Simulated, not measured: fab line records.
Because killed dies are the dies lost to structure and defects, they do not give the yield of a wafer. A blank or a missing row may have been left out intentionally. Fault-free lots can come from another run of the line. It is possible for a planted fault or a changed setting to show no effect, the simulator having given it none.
fab line records | flow nand-harc
record: lots: 6 wafers: 18 last-day: 33
route steps=1302 shown THIN_TSV@1283
lots untouched by any fault: they come from a run of this same line in which no faults occurred
start-h: the number of hours between the record's first day and the start of the first shown wafer of the lot | wait-h: how many hours have passed since the lot's step before this one | " same as the row above | L1.1+2: several wafers, shown together as one row | - no value, or no start was given | * or withheld: withheld | < > ~ a bound
route shown NAME@n: a module of which the file shows steps, and the number in the route of the first | usual: average and standard deviation across the fault-free wafers | same: alike in all rows | chamber/n: place in a boat | sites: readings site by site | _std_site: the standard deviation of these | _edge_site: outer sites' mean less inner sites' | radius-mm: how far each site lies from the wafer's centre | mask NAME#n: copy n | behind: tool/chamber where the wafer was last shaped | hold: cause of the lot's hold/its duration in hours/its outcome | device: transistor that didn't switch, given as n, p or np | end of line: the tests these same wafers got at the end of their route | a step with no rows: only its recipe | killed: at the first sort, the dies lost to defects and structure; wafer yield is something else | map: shows each die of a wafer: x if killed, . if not, _ if none is there
set.NAME: the run value of the setting; set.NAME@STEP: its run value at that earlier step | model.NAME: the simulator's own value behind a step, which no gauge read
lots seen at some steps along the route; tables by step, rows by wafer
services: a tool's chamber out of use, with start hour (start-h, from the record's first day; less than 0 if before it), hours out, and reason
== steps ==
step: NHARC_THIN_TSV_DEHYDRATE_25
recipe: temp-c: 150 time-s: 120
step: NHARC_THIN_TSV_HMDS_26
recipe: time-s: 30
step: NHARC_THIN_TSV_COAT_27
recipe: spin-rpm: *
step: NHARC_THIN_TSV_SOFTBAKE_28
recipe: temp-c: 122 time-s: 95
step: NHARC_THIN_TSV_EBR_29
step: NHARC_THIN_TSV_EXPOSE_30
recipe: na: 0.55 dose-mj: 11.47 mask-id: PAD
step: NHARC_THIN_TSV_PEB_31
recipe: peb-temp-c: 118 peb-time-s: 85
step: NHARC_THIN_TSV_DEVELOP_32
recipe: time-s: 70
step: NHARC_THIN_TSV_CD_MEAS_33
recipe: target-cd-nm: 5000 landing-energy-ev: 500
usual: cd-nm: 4999.1/2.1
columns lot.wafer tool chamber start-h wait-h cd-nm
L478.3 cd-sem-03 0 639.60 - 4999.9
L478.5 " 0 " " 4996.3
L478.6 " 0 " " 4993.2
L475.1 cd-sem-02 0 683.04 - 4999.6
L475.5 " 0 " " 4995.2
L475.6 " 0 " " 4993.0
L487.1 cd-sem-02 0 752.70 - 4999.9
L487.2 " 0 " " 4999.9
L487.3 " 0 " " 5001.8
L488.1 cd-sem-01 0 753.51 - 4998.8
L488.3 " 0 " " 5001.2
L488.5 " 0 " " 4996.3
L492.4 cd-sem-01 0 762.61 - 4997.8
L492.5 " 0 " " 4995.9
L492.6 " 0 " " 4999.2
L491.1 cd-sem-02 0 764.15 - 4999.6
L491.2 " 0 " " 5000.9
L491.4 " 0 " " 4996.0
step: NHARC_THIN_TSV_HARDBAKE_34
recipe: temp-c: 125 time-s: 80
step: NHARC_THIN_TSV_DESCUM_35
recipe: time-s: 3 o2-flow-sccm: 200 ar-flow-sccm: 0 bias-power-w: 0 chemistry: O2
usual: drypump-motor-current-A: 5.7/0.31 oes-product-au: 0.997/0.014 rf-vpp-V: 57.8/0.98 showerhead-plenum-p-Torr: 1.92/0.08 throttle-valve-pct: 11.311/0.0096
columns lot.wafer tool chamber start-h wait-h drypump-motor-current-A oes-product-au rf-hours-counter-h rf-vpp-V showerhead-plenum-p-Torr throttle-valve-pct
L478.3 rie-diel-11 2 639.75 - 5.9 1.014 0.0 58.6 1.90 11.319
L478.5 " 2 " " 5.8 1.008 - 58.0 1.90 11.319
L478.6 " 3 " " 5.3 1.006 - 57.7 2.02 11.299
L475.1 rie-diel-03 3 683.22 - 5.8 0.991 3.8 58.3 2.06 11.299
L475.5 " 1 " " 5.4 0.974 - 56.1 1.87 11.312
L475.6 " 2 " " 6.2 0.987 - 56.5 1.91 11.322
L487.3 rie-diel-03 2 752.86 - 6.2 0.979 8.6 58.1 1.91 11.321
L487.2 " 0 " " 5.4 1.015 7.7 57.1 2.00 11.309
L487.1 " 1 " " 5.4 0.978 8.6 58.6 1.87 11.291
L488.3 rie-diel-03 0 753.67 - 5.4 1.018 7.7 58.7 2.00 11.301
L488.1 " 3 " " 5.8 0.990 7.7 58.5 2.06 11.304
L488.5 " 1 " " 5.4 0.996 - 58.4 1.87 11.301
L492.4 rie-diel-01 3 762.80 - 5.8 0.987 2.1 57.8 1.78 11.308
L492.6 " 0 " " 5.2 0.997 - 57.7 1.88 11.308
L492.5 " 1 " " 5.8 0.983 - 58.5 2.03 11.298
L491.2 rie-diel-03 2 764.33 - 6.2 0.986 9.2 58.0 1.91 11.299
L491.1 " 3 " " 5.8 1.003 8.5 57.5 2.06 11.313
L491.4 " 0 " " 5.4 1.014 8.8 56.1 2.00 11.324
step: NHARC_THIN_TSV_ETCH_59
recipe: target-depth-a: 8800 icp-w: 900 bias-w: 100 Cl2_flow_sccm: 60 bcl3-flow-sccm: 30 time-s: 138.1 chemistry: Cl2/BCl3
usual: drypump-motor-current-A: 5.7/0.4 mfc-cl2-sccm: 60.03/0.19 oes-product-au: 1.004/0.011 throttle-valve-pct: 22.265/0.0097
columns lot.wafer tool chamber start-h wait-h drypump-motor-current-A mfc-cl2-sccm oes-product-au rf-hours-counter-h throttle-valve-pct
L478.3 rie-metal-03 0 639.96 0.2 5.0 60.43 0.988 - 22.271
L478.6 " 0 " " 5.0 60.56 0.987 - 22.271
L478.5 " 1 " " 5.1 60.12 1.009 - 22.284
L475.1 rie-metal-01 1 683.36 0.1 5.7 60.09 1.027 1.9 22.246
L475.5 " 0 " " 6.1 60.04 0.989 - 22.281
L475.6 " 1 " " 5.7 60.07 1.014 - 22.274
L487.1 rie-metal-03 1 752.99 0.1 5.1 60.05 0.999 0.4 22.252
L487.2 " 0 " " 5.0 59.85 0.991 0.4 22.268
L487.3 " 1 " " 5.1 59.97 1.001 - 22.250
L488.1 rie-metal-03 0 753.84 0.1 5.0 60.12 1.000 0.7 22.259
L488.3 " 1 " " 5.1 60.06 0.996 - 22.275
L488.5 " 1 " " 5.1 60.17 0.997 - 22.279
L492.4 rie-metal-02 0 763.00 0.2 6.0 60.16 1.010 - 22.264
L492.5 " 1 " " 5.9 60.15 1.013 - 22.276
L492.6 " 0 " " 6.0 59.98 1.021 - 22.268
L491.2 rie-metal-02 0 764.44 0.1 6.0 60.00 1.011 2.8 22.254
L491.1 " 1 " " 5.9 59.95 1.024 2.8 22.270
L491.4 " 1 " " 5.9 60.09 1.011 - 22.249
step: NHARC_THIN_TSV_ETCH_36
recipe: target-depth-a: 650 over-etch-frac: 0.3 time-s: 18.571 ion-energy-ev: 150 chemistry: Cl2/BCl3
usual: drypump-motor-current-A: 5.7/0.4 oes-product-au: 1.006/0.0097
columns lot.wafer tool chamber start-h wait-h drypump-motor-current-A oes-product-au rf-hours-counter-h
L478.3 rie-metal-03 1 640.16 0.2 5.1 1.023 -
L478.5 " 0 " " 5.0 0.986 -
L478.6 " 1 " " 5.1 1.015 -
L475.1 rie-metal-01 1 683.59 0.2 5.7 1.020 2.1
L475.5 " 1 " " 5.7 1.016 -
L475.6 " 0 " " 6.1 1.012 -
L487.2 rie-metal-03 0 753.25 0.2 5.0 0.831 0.6
L487.1 " 1 " " 5.1 1.002 0.6
L487.3 " 0 " " 5.0 0.836 -
L488.1 rie-metal-03 1 754.06 0.2 5.1 1.007 0.8
L488.3 " 1 " " 5.1 1.004 -
L488.5 " 0 " " 5.0 0.824 -
L492.4 rie-metal-02 1 763.16 0.1 5.9 1.005 -
L492.5 " 1 " " 5.9 1.007 -
L492.6 " 0 " " 6.0 1.009 -
L491.2 rie-metal-02 0 764.69 0.2 6.0 1.015 2.9
L491.1 " 1 " " 5.9 1.007 2.9
L491.4 " 0 " " 6.0 1.005 -
step: NHARC_THIN_TSV_STRIP_56
recipe: power-w: 1500 temp-c: 250 chemistry: O2
usual: drypump-motor-current-A: 5.4/0.45 heater-power-w: 353/17
columns lot.wafer tool chamber start-h wait-h drypump-motor-current-A heater-power-w rf-hours-counter-h
L478.3 plasma-asher-02 1 640.38 0.2 5.9 328 -
L478.5 " 0 " " 5.8 362 -
L478.6 " 1 " " 5.9 338 -
L475.1 plasma-asher-01 1 683.71 0.1 4.8 358 32
L475.6 " 1 " " 4.8 345 -
L475.5 " 0 " " 5.2 358 -
L487.2 plasma-asher-02 0 753.35 0.1 5.9 358 29
L487.1 " 1 " " 5.9 327 29
L487.3 " 0 " " 5.9 360 -
L488.1 plasma-asher-02 1 754.15 0.1 5.9 335 30
L488.3 " 0 " " 5.8 356 -
L488.5 " 0 " " 5.8 355 -
L492.4 plasma-asher-01 0 763.40 0.2 5.2 369 -
L492.5 " 1 " " 4.8 336 -
L492.6 " 0 " " 5.2 376 -
L491.2 plasma-asher-01 1 764.79 0.1 4.8 344 13
L491.1 " 0 " " 5.2 369 13
L491.4 " 0 " " 5.2 370 -
== services ==
columns tool chamber start-h hours kind
rie-diel-11 - 629.40 9.0 pm
rie-metal-02 - 631.00 9.0 pm
rie-metal-02 0 631.00 9.0 vent-cycle
rie-metal-02 1 631.00 9.0 vent-cycle
rie-diel-03 - 635.30 9.0 pm
rie-diel-03 0 635.30 9.0 vent-cycle
rie-diel-03 1 635.30 9.0 vent-cycle
rie-diel-03 2 635.30 9.0 vent-cycle
rie-diel-03 3 635.30 9.0 vent-cycle
rie-metal-02 0 640.00 - clean
rie-metal-02 1 640.00 - clean
rie-diel-03 0 644.30 - clean
rie-diel-03 1 644.30 - clean
rie-diel-03 2 644.30 - clean
rie-diel-03 3 644.30 - clean
rie-metal-03 - 696.00 9.0 pm
rie-metal-03 0 696.00 9.0 vent-cycle
rie-metal-03 1 696.00 9.0 vent-cycle
plasma-asher-01 - 696.39 9.0 pm
rie-diel-11 1 697.63 4.5 repair
rie-metal-03 0 705.00 - clean
rie-metal-03 1 705.00 - clean
rie-diel-01 - 734.80 9.0 pm
rie-metal-01 - 752.00 9.0 pm
== key ==
first-sign: step: NHARC_THIN_TSV_ETCH_36 reading: oes-product-au direction: down sigmas: 18 usual: 1.006 struck: 0.831
effect none on later readings
met-at NHARC_THIN_TSV_ETCH_36
struck-wafers L487.2,L487.3,L488.5
later-rows-left-out L487.2,L487.3,L488.5
sort-left-out L487.2,L487.3,L488.5
onset-between 640.16 753.25
fault: kind: process-parameter-drift tool: rie-metal-03 chamber: 0 onset-h: 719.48 steps: NHARC_THIN_TSV_ETCH_36 channel: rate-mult offset: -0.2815 shape: step end-h: 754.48
sort-left-out: the simulated sort isn't trusted on such a fault, so these wafers' sort isn't shown, and their yield isn't known
later-rows-left-out: the simulator's readings of these wafers behind a module that went badly wrong aren't trusted and aren't shown, but for the sort
